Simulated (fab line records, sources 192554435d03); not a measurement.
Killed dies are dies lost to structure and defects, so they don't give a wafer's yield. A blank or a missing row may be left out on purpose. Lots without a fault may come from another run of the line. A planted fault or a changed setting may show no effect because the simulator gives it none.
fab line records | flow n5_finfet | part 1 of 2: steps 1 to 27 of 33
record lots=5 wafers=15 last_day=18
route steps=1938 shown BEOL_M12@1643 BEOL_M13@1659
lots that met no fault: from a run of the same line without faults
start_h: hours from the record's first day to the start of the lot's first wafer shown | wait_h: hours since the lot's step before | " the same as in the row above | L1.1+2: a row that stands for several wafers | - no value, or no start given | * or withheld: withheld | < > ~ a bound
route shown NAME@n: a module of which the file shows steps, and the number in the route of the first | usual: mean/standard deviation of fault-free wafers | same: alike in all rows | chamber/n: place in a boat | sites: the reading at each site | _std_site: their standard deviation | _edge_site: outer sites' mean less inner sites' | radius_mm: how far each site lies from the wafer's centre | mask NAME#n: copy n | behind: the tool/chamber that last shaped the wafer | hold: why the lot was held/for how many hours/how that ended | device: the transistor (n, p or np) that didn't switch | end of line: the same wafers' tests at the end of the route | a step without rows: its recipe alone | killed: dies lost to structure and defects at the first sort, not the wafer's yield | map: a wafer's dies, x killed, . not, _ none there
set.NAME: the setting as run; set.NAME@STEP: as run at that earlier step | model.NAME: the simulator's own value behind a step, which no gauge read
lots at some steps of the route; a table a step, a row a wafer
services: from which hour (start_h, from the record's first day; less than 0 if before it) a tool's chamber was out of use, for how many hours, and why
## steps
# step N5_BEOL_M12_ETCH_38
# recipe chemistry=CF4/N2 target=SiCN target_depth_a=687 taper_deg=2 time_s=73.4 ion_energy_ev=150 mask_material=SiO2 pressure_mtorr=40 source_w=430 bias_w=70 Ar_flow_sccm=100 cf4_flow_sccm=60 n2_flow_sccm=60
# usual drypump_motor_current_A=5.6/0.49 oes_product_au=0.82/0.07 rf_vpp_V=383.1/2 showerhead_plenum_p_Torr=2.24/0.081 throttle_valve_pct=15.37/0.14
# columns lot.wafer tool chamber start_h wait_h drypump_motor_current_A oes_product_au rf_hours_counter_h rf_vpp_V showerhead_plenum_p_Torr throttle_valve_pct
L079.1 rie_diel-01 2 308.54 - 5.3 0.84 63 385.7 2.33 15.31
L079.2 " 3 " " 6.3 0.83 73 380.2 2.15 15.47
L079.3 " 1 " " 5.1 0.83 78 383.2 2.33 15.43
L089.1 rie_diel-01 0 347.29 - 5.8 0.75 148 381.7 2.20 15.42
L089.2 " 2 " " 5.3 0.82 79 385.6 2.32 15.35
L089.5 " 0 " " 5.7 0.75 - 382.8 2.20 15.43
L091.1 rie_diel-04 0 374.03 - 5.4 0.78 112 381.9 2.13 15.40
L091.5 " 2 " " 6.1 0.74 - 383.0 2.20 15.35
L091.6 " 3 " " 6.0 0.87 - 385.6 2.33 15.45
L093.1 rie_diel-03 0 375.83 - 5.5 0.86 70 381.3 2.14 15.18
L093.5 " 3 " " 4.8 0.99 - 383.5 2.26 15.31
L093.6 " 0 " " 5.5 0.85 - 380.3 2.14 15.18
L094.1 rie_diel-01 1 383.23 - 5.1 0.81 107 384.3 2.32 15.48
L094.3 " 3 " " 6.3 0.80 102 378.9 2.14 15.52
L094.6 " 3 " " 6.3 0.80 - 380.3 2.14 15.53
# step N5_BEOL_M12_PRECLEAN_39
# recipe chemistry=residue_remover time_s=60 temp_c=40
# columns lot.wafer tool chamber start_h wait_h
L079.1+2+3 wet_bench-06 4,0,3 308.67 0.1
L089.1+2+5 wet_bench-06 0,7,5 347.42 0.1
L091.1+5+6 wet_bench-06 1,0,7 374.16 0.1
L093.1+5+6 wet_bench-03 7,0,6 375.96 0.1
L094.1+3+6 wet_bench-06 5,2,0 383.36 0.1
# step N5_BEOL_M12_SRD_40
# recipe time_s=30 temp_c=23 rinse_liquid=diw dry=n2_spin spin_rpm=1500 dry_time_s=30
# usual spin_rpm=1500.1/0.8
# columns lot.wafer tool chamber start_h wait_h spin_rpm
L079.1 wet_bench-06 4 308.69 0.0 1499.4
L079.2 " 0 " " 1499.7
L079.3 " 3 " " 1500.1
L089.1 wet_bench-06 0 347.44 0.0 1499.6
L089.2 " 7 " " 1499.5
L089.5 " 5 " " 1499.4
L091.1 wet_bench-06 1 374.18 0.0 1500.8
L091.5 " 0 " " 1501.1
L091.6 " 7 " " 1500.6
L093.1 wet_bench-03 7 375.98 0.0 1499.2
L093.5 " 0 " " 1499.7
L093.6 " 6 " " 1500.5
L094.1 wet_bench-06 5 383.38 0.0 1500.9
L094.3 " 2 " " 1498.9
L094.6 " 0 " " 1499.1
# step N5_BEOL_M12_DEGAS_41
# recipe ambient=vacuum temp_c=250 time_s=60
# usual heater_power_w=332/20
# columns lot.wafer tool chamber start_h wait_h heater_power_w
L079.1 pvd_sputter-02 - 309.54 0.8 363
L079.2 " - " " 354
L079.3 " - " " 332
L089.1 pvd_sputter-01 - 347.72 0.3 319
L089.2 " - " " 344
L089.5 " - " " 340
L091.1 pvd_sputter-03 - 374.22 0.0 300
L091.5 " - " " 314
L091.6 " - " " 347
L093.1 pvd_sputter-02 - 376.49 0.5 346
L093.5 " - " " 323
L093.6 " - " " 346
L094.1 pvd_sputter-02 - 383.42 0.0 346
L094.3 " - " " 356
L094.6 " - " " 355
# step N5_BEOL_M12_PRE_CLEAN_42
# recipe gas=H2/He time_s=30 temp_c=250
# usual heater_power_w=332/20
# columns lot.wafer tool chamber start_h wait_h heater_power_w
L079.1 pvd_sputter-02 - 309.58 0.0 360
L079.2 " - " " 349
L079.3 " - " " 310
L089.1 pvd_sputter-01 - 347.76 0.0 322
L089.2 " - " " 338
L089.5 " - " " 329
L091.1 pvd_sputter-03 - 374.26 0.0 296
L091.5 " - " " 321
L091.6 " - " " 343
L093.1 pvd_sputter-02 - 376.53 0.0 359
L093.5 " - " " 316
L093.6 " - " " 337
L094.1 pvd_sputter-02 - 383.46 0.0 350
L094.3 " - " " 349
L094.6 " - " " 346
# step N5_BEOL_M12_SPUTTER_43
# recipe material=TaN target_thk_a=150 temp_c=50 bias_v=168.6 power_w=15000 chamber_pressure_pa=0.12 time_s=24.19
# usual throttle_valve_pct=30.5/0.64
# columns lot.wafer tool chamber start_h wait_h throttle_valve_pct
L079.1 pvd_sputter-02 - 309.62 0.0 30.2
L079.2 " - " " 29.9
L079.3 " - " " 29.6
L089.1 pvd_sputter-01 - 347.81 0.0 32.0
L089.2 " - " " 30.3
L089.5 " - " " 30.9
L091.1 pvd_sputter-03 - 374.30 0.0 30.7
L091.5 " - " " 30.3
L091.6 " - " " 30.4
L093.1 pvd_sputter-02 - 376.57 0.0 30.3
L093.5 " - " " 29.8
L093.6 " - " " 31.1
L094.1 pvd_sputter-02 - 383.50 0.0 30.9
L094.3 " - " " 30.2
L094.6 " - " " 31.0
# step N5_BEOL_M12_SPUTTER_44
# recipe material=Ta target_thk_a=100 temp_c=50 bias_v=80 power_w=15000 chamber_pressure_pa=0.07 time_s=16.13
# usual throttle_valve_pct=30.5/0.66
# columns lot.wafer tool chamber start_h wait_h throttle_valve_pct
L079.1 pvd_sputter-02 - 309.70 0.0 30.0
L079.2 " - " " 29.9
L079.3 " - " " 29.9
L089.1 pvd_sputter-01 - 347.90 0.0 31.7
L089.2 " - " " 30.4
L089.5 " - " " 30.9
L091.1 pvd_sputter-03 - 374.38 0.0 30.5
L091.5 " - " " 30.1
L091.6 " - " " 30.1
L093.1 pvd_sputter-02 - 376.66 0.0 30.0
L093.5 " - " " 29.6
L093.6 " - " " 31.0
L094.1 pvd_sputter-02 - 383.58 0.0 31.1
L094.3 " - " " 30.3
L094.6 " - " " 31.3
# step N5_BEOL_M12_SPUTTER_45
# recipe material=Cu target_thk_a=800 temp_c=-20 bias_v=60 power_w=26000 chamber_pressure_pa=0.13 time_s=13.33
# usual throttle_valve_pct=30.5/0.63
# columns lot.wafer tool chamber start_h wait_h throttle_valve_pct
L079.1 pvd_sputter-02 - 309.78 0.0 30.2
L079.2 " - " " 29.9
L079.3 " - " " 29.7
L089.1 pvd_sputter-01 - 347.99 0.0 31.6
L089.2 " - " " 30.1
L089.5 " - " " 31.1
L091.1 pvd_sputter-03 - 374.46 0.0 30.6
L091.5 " - " " 30.1
L091.6 " - " " 30.3
L093.1 pvd_sputter-02 - 376.75 0.0 30.0
L093.5 " - " " 29.7
L093.6 " - " " 31.1
L094.1 pvd_sputter-02 - 383.66 0.0 31.1
L094.3 " - " " 30.3
L094.6 " - " " 31.0
# step N5_BEOL_M12_ECD_47
# recipe material=Cu target_thk_a=7200
# columns lot.wafer tool chamber start_h wait_h
L079.1+2+3 ecd_cu-02 0,1,0 309.90 0.1
L089.1+2+5 ecd_cu-02 0,1,0 348.12 0.1
L091.1+5+6 ecd_cu-01 1,0,1 374.58 0.1
L093.1+5+6 ecd_cu-02 1,1,0 376.88 0.1
L094.1+3+6 ecd_cu-01 1,1,0 383.78 0.1
# step N5_BEOL_M12_ANNEAL_48
# recipe temp_c=225 time_s=90 ambient=N2
# usual anneal_temp_c_max=226.5/0.44 wafer_temp_C_max=225.74/0.21
# columns lot.wafer tool chamber start_h wait_h anneal_temp_c_max wafer_temp_C_max
L079.1 rtp_anneal-02 0 310.04 0.1 227.1 225.44
L079.2 " 0 " " 227.3 225.63
L079.3 " 0 " " 226.9 225.70
L089.1 rtp_anneal-02 0 348.26 0.1 226.7 225.49
L089.2 " 0 " " 226.8 225.87
L089.5 " 0 " " 227.9 225.59
L091.1 rtp_anneal-02 0 374.72 0.1 226.8 225.63
L091.5 " 0 " " 227.2 225.31
L091.6 " 0 " " 226.7 225.33
L093.1 rtp_anneal-02 0 377.03 0.1 226.5 225.61
L093.5 " 0 " " 226.9 225.28
L093.6 " 0 " " 226.6 225.39
L094.1 rtp_anneal-02 0 386.31 2.5 226.4 226.21
L094.3 " 0 " " 226.5 225.92
L094.6 " 0 " " 226.4 225.66
# step N5_BEOL_M12_CMP_49
# recipe stop_on=SiOC t_overpolish_s=20.6 down_force_psi=1 platen_rpm=50 clearing_platen_down_force_psi=1.5 clearing_platen_rpm=50 post_cmp_clean=cu_alkaline target_thk_nm=320 clearing_platen_pad_velocity_m_s=0.99484 pad_velocity_m_s=0.99484
# usual barrier_field_endpoint_s=30.4/0.65 motor_current_A=6.1/0.63 overpolish_run_s=20.599/0.0082 slurry_flow_ml_min=149.9/0.44
# columns lot.wafer tool chamber start_h wait_h barrier_field_endpoint_s motor_current_A overpolish_run_s slurry_flow_ml_min
L079.2 cmp-03 3 310.34 0.2 30.8 7.1 20.598 149.4
L079.3 " 1 " " 30.3 6.5 20.599 150.3
L079.1 " 2 " " 30.3 5.7 20.604 149.9
L089.2 cmp-02 2 348.63 0.3 29.9 5.7 20.592 150.3
L089.1 " 3 " " 30.4 6.2 20.596 151.0
L089.5 " 1 " " 29.9 7.0 20.610 150.2
L091.1 cmp-04 1 375.02 0.3 31.2 7.0 20.599 150.9
L091.6 " 1 " " 30.9 6.6 20.600 149.8
L091.5 " 2 " " 30.7 5.4 20.598 150.5
L093.1 cmp-04 1 377.32 0.3 30.8 7.0 20.610 149.9
L093.5 " 1 " " 30.7 7.0 20.607 150.3
L093.6 " 2 " " 30.1 5.5 20.595 149.0
L094.3 cmp-02 2 386.64 0.2 30.8 5.9 20.594 150.4
L094.1 " 3 " " 30.7 6.2 20.623 149.7
L094.6 " 2 " " 29.5 5.8 20.596 150.3
# step N5_BEOL_M12_THK_MEAS_50
# recipe thk_meas_gauge=xrf reads=Cu_of_BEOL_M12_ECD_47
# usual M12_THK=326/5
# columns lot.wafer tool chamber start_h wait_h M12_THK[nm]
L079.1 film_metro-02 - 310.63 - 324
L079.2 " - " " 329
L079.3 " - " " 323
L089.1 film_metro-01 - 348.85 - 327
L089.2 " - " " 328
L089.5 " - " " 329
L091.1 film_metro-01 - 375.32 - 328
L091.5 " - " " 339
L091.6 " - " " 326
L093.1 film_metro-02 - 377.62 - 324
L093.5 " - " " 321
L093.6 " - " " 322
L094.1 film_metro-02 - 386.90 - 323
L094.3 " - " " 321
L094.6 " - " " 323
# step N5_BEOL_M12_PRE_CLEAN_52
# recipe gas=NH3 time_s=15 temp_c=withheld rf_power_w=300
# columns lot.wafer tool chamber start_h wait_h
L079.1+2+3 pecvd-04 2,0,1 310.67 0.0
L089.1+2+5 pecvd-04 0,1,2 348.89 0.0
L091.1+5+6 pecvd-04 0,0,1 375.35 0.0
L093.1+5+6 pecvd-02 0,2,1 377.65 0.0
L094.1+3+6 pecvd-01 1,2,1 386.94 0.0
# step N5_BEOL_M12_DEP_53
# recipe material=SiCN target_thk_a=300 temp_c=withheld precursor=3MS/NH3 pressure_torr=3 rf_w=675 time_s=10.5
# usual showerhead_plenum_p_Torr=4.159/0.015 throttle_valve_pct=18.3/1.1
# columns lot.wafer tool chamber start_h wait_h showerhead_plenum_p_Torr throttle_valve_pct
L079.1 pecvd-04 2 310.69 0.0 4.130 18.8
L079.2 " 0 " " 4.175 18.6
L079.3 " 1 " " 4.151 17.1
L089.1 pecvd-04 0 348.91 0.0 4.176 18.6
L089.2 " 1 " " 4.155 16.8
L089.5 " 2 " " 4.151 18.9
L091.1 pecvd-04 0 375.38 0.0 4.178 18.5
L091.5 " 0 " " 4.173 18.8
L091.6 " 1 " " 4.155 17.0
L093.1 pecvd-02 0 377.68 0.0 4.177 17.9
L093.5 " 2 " " 4.145 18.2
L093.6 " 1 " " 4.151 17.7
L094.1 pecvd-01 1 386.96 0.0 4.148 20.6
L094.3 " 2 " " 4.174 17.3
L094.6 " 1 " " 4.137 20.5
# step N5_BEOL_M12_RS_MEAS_54
# recipe thk_meas_gauge=four-point-probe reads=Cu_of_BEOL_M12_ECD_47+Ta_of_BEOL_M12_SPUTTER_44+TaN_of_BEOL_M12_SPUTTER_43
# usual M12_RS=0.0597/0.00083
# columns lot.wafer tool chamber start_h wait_h M12_RS[ohm/sq]
L079.1 film_metro-02 - 310.76 0.0 0.0595
L079.2 " - " " 0.0588
L079.3 " - " " 0.0594
L089.1 film_metro-01 - 348.98 0.0 0.0604
L089.2 " - " " 0.0601
L089.5 " - " " 0.0606
L091.1 film_metro-01 - 375.44 0.0 0.0594
L091.5 " - " " 0.0574
L091.6 " - " " 0.0597
L093.1 film_metro-01 - 377.74 0.0 0.0595
L093.5 " - " " 0.0605
L093.6 " - " " 0.0603
L094.1 film_metro-02 - 387.03 0.0 0.0602
L094.3 " - " " 0.0610
L094.6 " - " " 0.0605
# step N5_BEOL_M12_INSPECT_55
# recipe inspect_instrument=darkfield mode=post_dep
# usual raw_defect_count=66/23
# columns lot.wafer tool chamber start_h wait_h raw_defect_count
L079.1 defect_inspect-02 - 310.78 0.0 64
L079.2 " - " " 52
L079.3 " - " " 52
L089.1 defect_inspect-01 - 349.00 0.0 65
L089.2 " - " " 50
L089.5 " - " " 73
L091.1 defect_inspect-02 - 375.47 0.0 56
L091.5 " - " " 58
L091.6 " - " " 78
L093.1 defect_inspect-01 - 377.77 0.0 87
L093.5 " - " " 70
L093.6 " - " " 115
L094.1 defect_inspect-02 - 387.05 0.0 40
L094.3 " - " " 64
L094.6 " - " " 106
# step N5_BEOL_M13_ILD_DEP_00
# recipe material=SiOC target_thk_a=8379.2 temp_c=350 precursor=DEMS/O2 pressure_torr=5 rf_w=500 time_s=166.4
# usual heater_power_w=463/45 showerhead_plenum_p_Torr=5.689/0.014 throttle_valve_pct=12.0/0.49
# columns lot.wafer tool chamber start_h wait_h heater_power_w showerhead_plenum_p_Torr throttle_valve_pct
L079.1 pecvd-04 1 310.82 0.0 442 5.701 11.2
L079.2 " 0 " " 480 5.696 12.2
L079.3 " 2 " " 465 5.683 12.6
L089.1 pecvd-03 2 349.04 0.0 385 5.671 11.8
L089.2 " 0 " " 451 5.687 12.6
L089.5 " 2 " " 423 5.667 11.7
L091.1 pecvd-03 1 375.50 0.0 485 5.669 11.8
L091.5 " 0 " " 459 5.689 12.5
L091.6 " 1 " " 496 5.669 11.5
L093.1 pecvd-02 1 377.81 0.0 451 5.684 11.8
L093.5 " 2 " " 462 5.682 12.1
L093.6 " 1 " " 359 5.691 11.7
L094.1 pecvd-04 2 387.09 0.0 498 5.692 12.6
L094.3 " 2 " " 544 5.693 12.7
L094.6 " 0 " " 476 5.715 12.4
# step N5_BEOL_M13_THK_MEAS_01
# recipe reads=SiOC_of_BEOL_M13_ILD_DEP_00
# usual M13_ILD_THK=837/9.3
# columns lot.wafer tool chamber start_h wait_h M13_ILD_THK[nm]
L079.1 film_metro-02 - 310.97 0.1 833
L079.2 " - " " 834
L079.3 " - " " 837
L089.1 film_metro-01 - 349.19 0.1 839
L089.2 " - " " 823
L089.5 " - " " 836
L091.1 film_metro-02 - 375.65 0.1 823
L091.5 " - " " 829
L091.6 " - " " 846
L093.1 film_metro-01 - 377.96 0.1 838
L093.5 " - " " 848
L093.6 " - " " 854
L094.1 film_metro-02 - 387.30 0.2 833
L094.3 " - " " 840
L094.6 " - " " 839
# step N5_BEOL_M13_COAT_58
# recipe resist=BARC temp_c=205 time_s=60 spin_rpm=1500 resist_thk_nm=89
# usual dispense_pressure_kPa=53.8/1.2
# columns lot.wafer tool chamber start_h wait_h dispense_pressure_kPa
L079.1 litho_track-05 0 311.00 0.0 54.3
L079.2 " 0 " " 54.3
L079.3 " 0 " " 54.3
L089.1 litho_track-03 0 349.22 0.0 55.1
L089.2 " 0 " " 55.2
L089.5 " 0 " " 55.2
L091.1 litho_track-05 0 375.69 0.0 54.3
L091.5 " 0 " " 54.3
L091.6 " 0 " " 54.3
L093.1 litho_track-03 0 377.99 0.0 55.2
L093.5 " 0 " " 55.2
L093.6 " 0 " " 55.2
L094.1 litho_track-03 0 387.33 0.0 55.1
L094.3 " 0 " " 55.1
L094.6 " 0 " " 55.2
# step N5_BEOL_M13_COAT_04
# recipe spin_rpm=1625 resist_thk_nm=400
# usual dispense_pressure_kPa=53.8/1.3
# columns lot.wafer tool chamber start_h wait_h dispense_pressure_kPa
L079.1 litho_track-05 0 - - 54.2
L079.2 " 0 " " 54.2
L079.3 " 0 " " 54.2
L089.1 litho_track-03 0 - - 55.2
L089.2 " 0 " " 55.2
L089.5 " 0 " " 55.2
L091.1 litho_track-05 0 - - 54.2
L091.5 " 0 " " 54.2
L091.6 " 0 " " 54.2
L093.1 litho_track-03 0 - - 55.2
L093.5 " 0 " " 55.2
L093.6 " 0 " " 55.2
L094.1 litho_track-03 0 - - 55.2
L094.3 " 0 " " 55.2
L094.6 " 0 " " 55.2
# step N5_BEOL_M13_EBR_06
# recipe solvent=PGMEA ebr_width_mm=1.5
# columns lot.wafer tool chamber start_h wait_h
L079.1+2+3 litho_track-05 0 - -
L089.1+2+5 litho_track-03 0 - -
L091.1+5+6 litho_track-05 0 - -
L093.1+5+6 litho_track-03 0 - -
L094.1+3+6 litho_track-03 0 - -
# step N5_BEOL_M13_SOFTBAKE_05
# recipe temp_c=130 time_s=60
# columns lot.wafer tool chamber start_h wait_h
L079.1+2+3 litho_track-05 0 - -
L089.1+2+5 litho_track-03 0 - -
L091.1+5+6 litho_track-05 0 - -
L093.1+5+6 litho_track-03 0 - -
L094.1+3+6 litho_track-03 0 - -
# step N5_BEOL_M13_EXPOSE_07
# recipe mask_id=V12 na=0.93 source_shape=conventional sigma_outer=0.6 polarization=unpolarized attpsm_phase_deg=180 dose_mj=24.8
# columns lot.wafer tool chamber start_h wait_h mask
L079.1+2+3 krf_scanner-01 0 311.23 - V12#0
L089.1+2+5 krf_scanner-01 0 349.32 - V12#0
L091.1+5+6 krf_scanner-01 0 375.91 - V12#0
L093.1+5+6 krf_scanner-01 0 378.09 - V12#0
L094.1+3+6 krf_scanner-01 0 387.43 - V12#0
# step N5_BEOL_M13_PEB_08
# recipe peb_temp_c=130 peb_time_s=90
# columns lot.wafer tool chamber start_h wait_h
L079.1+2+3 litho_track-05 0 311.28 0.1
L089.1+2+5 litho_track-03 0 349.38 0.1
L091.1+5+6 litho_track-03 0 375.97 0.1
L093.1+5+6 litho_track-01 0 378.15 0.1
L094.1+3+6 litho_track-01 0 387.49 0.1
# step N5_BEOL_M13_DEVELOP_09
# recipe develop_time_s=45 rinse_liquid=diw dry=air_spin dev_temp_c=21
# usual developer_temp_C=21.01/0.11
# columns lot.wafer tool chamber start_h wait_h developer_temp_C
L079.1 litho_track-05 0 - - 20.96
L079.2 " 0 " " 20.96
L079.3 " 0 " " 20.90
L089.1 litho_track-03 0 - - 20.95
L089.2 " 0 " " 20.81
L089.5 " 0 " " 20.84
L091.1 litho_track-03 0 - - 21.05
L091.5 " 0 " " 20.89
L091.6 " 0 " " 21.03
L093.1 litho_track-01 0 - - 20.95
L093.5 " 0 " " 21.07
L093.6 " 0 " " 21.14
L094.1 litho_track-01 0 - - 20.97
L094.3 " 0 " " 21.15
L094.6 " 0 " " 21.07
# step N5_BEOL_M13_HARDBAKE_14
# recipe temp_c=130 time_s=120
# columns lot.wafer tool chamber start_h wait_h
L079.1+2+3 litho_track-05 0 - -
L089.1+2+5 litho_track-03 0 - -
L091.1+5+6 litho_track-03 0 - -
L093.1+5+6 litho_track-01 0 - -
L094.1+3+6 litho_track-01 0 - -
# step N5_BEOL_M13_CD_MEAS_10
# recipe target_cd_nm=190 landing_energy_ev=500 detector=se_inlens polarity=opening
# usual cd_nm=190.2/1
# columns lot.wafer tool chamber start_h wait_h cd_nm
L079.1 cd_sem-02 0 311.40 - 190.6
L079.2 " 0 " " 189.8
L079.3 " 0 " " 191.3
L089.1 cd_sem-01 0 349.49 - 190.3
L089.2 " 0 " " 190.5
L089.5 " 0 " " 191.8
L091.1 cd_sem-01 0 376.08 - 190.6
L091.5 " 0 " " 189.0
L091.6 " 0 " " 190.1
L093.1 cd_sem-03 0 378.26 - 190.5
L093.5 " 0 " " 191.0
L093.6 " 0 " " 190.6
L094.1 cd_sem-02 0 387.60 - 189.0
L094.3 " 0 " " 189.9
L094.6 " 0 " " 189.1
